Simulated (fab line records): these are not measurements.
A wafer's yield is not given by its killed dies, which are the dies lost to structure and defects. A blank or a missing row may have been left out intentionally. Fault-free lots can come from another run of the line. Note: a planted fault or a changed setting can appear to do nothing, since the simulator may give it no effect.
Chamber matching	flow nand-harc	cmp-04 running NHARC_P_M2_CMP_23: 4 sister chambers
The step polishes, t overpolish 20 s, target thk 144.3 nm. 4 wafers are shown with their chamber, then 10 later ones without.

== WAFERS WITH THEIR CHAMBER ==
wafer	chamber	motor-current-A (A)
L090.1	3	13.0
L090.2	1	12.2
L093.1	0	8.3
L093.2	2	11.3

== WAFERS MISSING THEIR CHAMBER ==
wafer	motor-current-A (A)
L093.4	12.5
L094.3	11.2
L094.4	11.7
L094.6	7.8
L096.2	12.5
L096.3	11.5
L096.6	8.5
L097.2	7.9
L097.3	12.4
L097.4	11.3

== THE CHAMBER EACH PASSED THROUGH ==
wafer	from the rows above	in truth
L093.4	can't be placed: 1 or 3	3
L094.3	2	2
L094.4	can't be placed: 2 or 1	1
L094.6	0	0
L096.2	can't be placed: 1 or 3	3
L096.3	can't be placed: 2 or 1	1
L096.6	0	0
L097.2	0	0
L097.3	can't be placed: 1 or 3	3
L097.4	2	2
Correct placement for 5 of the 10. Not placeable from these rows: 5 (in 5, the candidates include the true chamber). Number placed wrongly: 0.
How it was worked out, from the rows above alone: a wafer's distance from a chamber is the root of the sum, over the readings, of the square of ((its reading less the chamber's mean) divided by the reading's scatter). The wafer belongs to the nearest chamber; if the next one is less than 2 further off, it can't be placed. A chamber's mean is the mean of its shown wafers. The scatter: with one shown wafer a chamber, the root of the mean of the squares of how far each hidden wafer lies from its nearest shown one.
